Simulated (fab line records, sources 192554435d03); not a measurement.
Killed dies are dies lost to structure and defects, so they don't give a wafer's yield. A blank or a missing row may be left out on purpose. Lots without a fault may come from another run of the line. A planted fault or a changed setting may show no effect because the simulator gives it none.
fab line records | flow n5_finfet | part 2 of 2: steps 21 to 25 of 25
record lots=5 wafers=15 last_day=18
route steps=1938 shown GATE_CUT@477
lots that met no fault: from a run of the same line without faults
start_h: hours from the record's first day to the start of the lot's first wafer shown | wait_h: hours since the lot's step before | " the same as in the row above | L1.1+2: a row that stands for several wafers | - no value, or no start given | * or withheld: withheld | < > ~ a bound
route shown NAME@n: a module of which the file shows steps, and the number in the route of the first | usual: mean/standard deviation of fault-free wafers | same: alike in all rows | chamber/n: place in a boat | sites: the reading at each site | _std_site: their standard deviation | _edge_site: outer sites' mean less inner sites' | radius_mm: how far each site lies from the wafer's centre | mask NAME#n: copy n | behind: the tool/chamber that last shaped the wafer | hold: why the lot was held/for how many hours/how that ended | device: the transistor (n, p or np) that didn't switch | end of line: the same wafers' tests at the end of the route | a step without rows: its recipe alone | killed: dies lost to structure and defects at the first sort, not the wafer's yield | map: a wafer's dies, x killed, . not, _ none there
set.NAME: the setting as run; set.NAME@STEP: as run at that earlier step | model.NAME: the simulator's own value behind a step, which no gauge read
lots at some steps of the route; a table a step, a row a wafer
services: from which hour (start_h, from the record's first day; less than 0 if before it) a tool's chamber was out of use, for how many hours, and why
## steps
# step N5_GATE_CUT_STRIP_41
# recipe chemistry=CF4 resist=SiARC power_w=300 bias_power_w=75 pressure_mtorr=50 cf4_flow_sccm=150 rf_frequency_hz=6e+07
# usual drypump_motor_current_A=5.6/0.43 oes_product_au=0.171/0.013 rf_vpp_V=271.3/1.2 showerhead_plenum_p_Torr=1.79/0.041 throttle_valve_pct=13.67/0.15
# columns lot.wafer tool chamber start_h wait_h drypump_motor_current_A oes_product_au rf_hours_counter_h rf_vpp_V showerhead_plenum_p_Torr throttle_valve_pct
L080.1 rie_diel-05 3 126.33 0.0 5.8 0.176 146 272.2 1.79 13.65
L080.4 " 0 " " 5.8 0.168 174 273.5 1.86 13.77
L080.5 " 1 " " 5.6 0.174 - 271.0 1.79 13.69
L085.1 rie_diel-04 2 151.76 0.0 6.5 0.159 227 269.8 1.71 13.59
L085.4 " 0 " " 6.2 0.172 180 271.1 1.79 13.66
L085.6 " 2 " " 6.5 0.159 - 269.5 1.71 13.60
L089.3 rie_diel-03 1 176.67 0.0 5.1 0.174 151 272.0 1.81 13.68
L089.4 " 3 " " 5.6 0.171 159 272.6 1.86 13.91
L089.6 " 1 " " 5.1 0.175 - 270.9 1.81 13.67
L093.2 rie_diel-05 1 202.41 0.0 5.6 0.160 197 271.1 1.78 13.74
L093.3 " 0 " " 5.8 0.166 196 272.0 1.85 13.82
L093.6 " 1 " " 5.5 0.159 - 270.7 1.78 13.75
L097.2 rie_diel-04 1 225.53 0.0 5.6 0.179 124 270.9 1.80 13.88
L097.3 " 2 " " 6.5 0.155 246 269.0 1.70 13.66
L097.4 " 3 " " 5.0 0.148 249 270.2 1.76 13.85
# step N5_GATE_CUT_STRIP_42
# recipe chemistry=O2 power_w=400 temp_c=40 pressure_mtorr=30 rf_frequency_hz=6e+07 bias_power_w=0 overash_fraction=0.3 o2_flow_sccm=225
# usual drypump_motor_current_A=5.6/0.43 oes_product_au=0.74/0.059 rf_vpp_V=3.7/0.5 showerhead_plenum_p_Torr=2.10/0.055 throttle_valve_pct=16.79/0.15
# columns lot.wafer tool chamber start_h wait_h drypump_motor_current_A oes_product_au rf_hours_counter_h rf_vpp_V showerhead_plenum_p_Torr throttle_valve_pct
L080.1 rie_diel-05 3 126.35 0.0 5.8 0.76 146 4.3 2.10 16.74
L080.4 " 0 " " 5.8 0.74 174 3.4 2.20 16.93
L080.5 " 1 " " 5.6 0.71 - 3.2 2.09 16.80
L085.1 rie_diel-04 2 151.78 0.0 6.6 0.69 227 3.4 1.98 16.66
L085.4 " 0 " " 6.2 0.75 180 5.2 2.09 16.72
L085.6 " 2 " " 6.5 0.70 - 4.2 1.98 16.63
L089.3 rie_diel-03 1 176.69 0.0 5.1 0.77 151 4.1 2.12 16.83
L089.4 " 3 " " 5.6 0.75 159 3.5 2.19 17.03
L089.6 " 1 " " 5.1 0.76 - 3.5 2.12 16.83
L093.2 rie_diel-05 1 202.43 0.0 5.6 0.71 197 3.9 2.09 16.85
L093.3 " 0 " " 5.8 0.72 196 3.6 2.19 16.97
L093.6 " 1 " " 5.6 0.70 - 3.2 2.09 16.84
L097.2 rie_diel-04 1 225.55 0.0 5.6 0.77 124 3.7 2.11 16.99
L097.3 " 2 " " 6.6 0.68 246 5.2 1.98 16.69
L097.4 " 3 " " 5.0 0.68 249 3.4 2.07 16.98
# step N5_GATE_CUT_ETCH_19
# recipe chemistry=CH3F/O2 target=SiNx mask_material=SiO2 target_depth_a=537 time_s=76.7 pressure_mtorr=30 source_w=395 bias_w=73 Ar_flow_sccm=150 CH3F_flow_sccm=30 O2_flow_sccm=20 ion_energy_ev=120 ends=cleared
# usual drypump_motor_current_A=5.6/0.42 etch_rf_on_time_s=77.3/1.9 oes_o_777_au=0.74/0.056 oes_product_au=0.63/0.049 rf_vpp_V=297/5.9 showerhead_plenum_p_Torr=2.00/0.046 throttle_valve_pct=16.42/0.13
# columns lot.wafer tool chamber start_h wait_h drypump_motor_current_A etch_rf_on_time_s oes_o_777_au oes_product_au rf_hours_counter_h rf_vpp_V showerhead_plenum_p_Torr throttle_valve_pct
L080.1 rie_diel-05 3 126.39 0.0 5.8 78.2 0.77 0.65 146 302 1.99 16.35
L080.4 " 0 " " 5.8 76.8 0.74 0.63 174 300 2.07 16.47
L080.5 " 1 " " 5.5 80.9 0.70 0.60 - 293 1.98 16.41
L085.1 rie_diel-04 2 151.82 0.0 6.5 75.0 0.67 0.60 227 299 1.90 16.39
L085.4 " 0 " " 6.2 73.8 0.77 0.65 180 303 2.00 16.42
L085.6 " 2 " " 6.5 75.1 0.68 0.60 - 299 1.90 16.40
L089.3 rie_diel-03 1 176.73 0.0 5.1 76.9 0.76 0.65 152 301 2.00 16.38
L089.4 " 3 " " 5.6 74.2 0.76 0.65 159 309 2.08 16.70
L089.6 " 1 " " 5.1 76.4 0.77 0.65 - 303 2.00 16.37
L093.2 rie_diel-05 1 202.47 0.0 5.6 79.7 0.68 0.59 197 291 1.98 16.44
L093.3 " 0 " " 5.8 77.7 0.73 0.61 196 299 2.06 16.51
L093.6 " 1 " " 5.5 80.8 0.69 0.59 - 292 1.98 16.45
L097.2 rie_diel-04 1 225.59 0.0 5.5 77.5 0.77 0.66 124 289 2.01 16.64
L097.3 " 2 " " 6.5 75.2 0.67 0.59 246 297 1.90 16.41
L097.4 " 3 " " 5.0 77.2 0.68 0.58 249 290 1.97 16.62
# step N5_GATE_CUT_CUT_ETCH_53
# recipe chemistry=SF6/Cl2 target=W mask_material=SiO2 target_depth_a=792 pressure_mtorr=8 icp_w=900 bias_w=80 SF6_flow_sccm=40 Cl2_flow_sccm=60 ends=cleared
# usual SF6_flow_sccm=40.00/0.11 drypump_motor_current_A=5.8/0.41 etch_rf_on_time_s=26.2/0.33 oes_product_au=0.67/0.11 throttle_valve_pct=28.86/0.27
# columns lot.wafer tool chamber start_h wait_h SF6_flow_sccm drypump_motor_current_A etch_rf_on_time_s oes_product_au rf_hours_counter_h throttle_valve_pct
L080.1 rie_metal-02 0 126.50 0.1 40.12 5.8 25.7 0.64 76 28.64
L080.4 " 0 " " 40.01 5.8 25.8 0.65 - 28.64
L080.5 " 0 " " 39.95 5.8 25.8 0.64 - 28.64
L085.1 rie_metal-03 1 151.92 0.1 40.05 5.7 26.4 0.88 1 28.99
L085.4 " 1 " " 40.04 5.7 26.6 0.89 - 28.97
L085.6 " 0 " " 39.81 6.1 25.8 0.71 - 29.01
L089.3 rie_metal-03 1 176.86 0.1 40.04 5.7 26.6 0.86 - 28.99
L089.4 " 0 " " 40.05 6.2 25.9 0.71 - 29.02
L089.6 " 0 " " 39.92 6.2 26.1 0.71 - 28.99
L093.2 rie_metal-01 0 202.58 0.1 40.16 5.4 26.6 0.54 133 28.48
L093.3 " 0 " " 40.06 5.4 26.5 0.54 - 28.45
L093.6 " 1 " " 39.78 6.3 25.9 0.60 - 28.81
L097.2 rie_metal-02 1 225.70 0.1 40.21 5.3 25.7 0.76 20 29.27
L097.3 " 0 " " 39.80 5.8 25.5 0.64 - 28.66
L097.4 " 1 " " 40.05 5.2 25.8 0.76 - 29.26
# step N5_GATE_CUT_CUT_ETCH_54
# recipe chemistry=Cl2/BCl3 target=TiN mask_material=SiO2 target_depth_a=967 pressure_mtorr=10 icp_w=1000 bias_w=126 Cl2_flow_sccm=53.25 bcl3_flow_sccm=21.75 Ar_flow_sccm=25 ends=cleared
# usual drypump_motor_current_A=5.8/0.41 etch_rf_on_time_s=36.5/0.52 oes_product_au=0.67/0.1 throttle_valve_pct=22.23/0.19
# columns lot.wafer tool chamber start_h wait_h drypump_motor_current_A etch_rf_on_time_s oes_product_au rf_hours_counter_h throttle_valve_pct
L080.1 rie_metal-02 0 126.56 0.0 5.8 36.2 0.64 76 22.05
L080.4 " 0 " " 5.8 36.2 0.64 - 22.06
L080.5 " 0 " " 5.8 36.0 0.64 - 22.06
L085.1 rie_metal-03 1 151.98 0.0 5.7 37.3 0.88 1 22.35
L085.4 " 1 " " 5.7 37.3 0.88 - 22.34
L085.6 " 0 " " 6.2 36.5 0.71 - 22.38
L089.3 rie_metal-03 1 176.92 0.0 5.7 37.1 0.87 - 22.35
L089.4 " 0 " " 6.2 36.4 0.71 - 22.39
L089.6 " 0 " " 6.2 36.3 0.70 - 22.38
L093.2 rie_metal-01 0 202.64 0.0 5.3 37.6 0.53 133 22.02
L093.3 " 0 " " 5.3 37.1 0.53 - 22.01
L093.6 " 1 " " 6.3 36.4 0.60 - 22.17
L097.2 rie_metal-02 1 225.76 0.0 5.2 36.4 0.76 20 22.48
L097.3 " 0 " " 5.8 36.0 0.63 - 22.08
L097.4 " 1 " " 5.3 36.1 0.75 - 22.47
## services
# columns tool chamber start_h hours kind
euv_scanner-02 - 107.83 7.3 repair
rie_metal-02 - 107.96 1.2 repair
rie_metal-03 1 116.88 - clean
rie_metal-03 1 116.88 23.2 scheduled_down
rie_diel-04 - 118.88 14.6 pm
pecvd-01 - 145.77 0.4 repair
euv_scanner-01 - 151.75 1.0 pm
euv_scanner-02 - 152.05 0.6 repair
rie_diel-04 3 164.80 1.4 repair
euv_scanner-02 - 165.59 1.0 pm
pecvd-01 - 167.41 28.1 pm
euv_scanner-02 - 171.62 4.6 pm
rie_diel-03 2 186.93 - clean
rie_diel-03 2 186.93 - consumable_replace:focus_ring
rie_diel-03 2 186.93 16.4 scheduled_down
rie_diel-03 2 186.93 16.4 vent_cycle
euv_scanner-02 - 187.13 0.9 repair
pecvd-02 - 193.63 1.1 repair
rie_diel-03 1 194.09 2.4 repair
rie_metal-03 0 196.03 8.7 repair
pecvd-03 - 200.41 0.4 repair
euv_scanner-01 - 207.90 1.0 pm
pecvd-03 0 214.70 6.0 repair
euv_scanner-02 - 221.79 1.0 pm
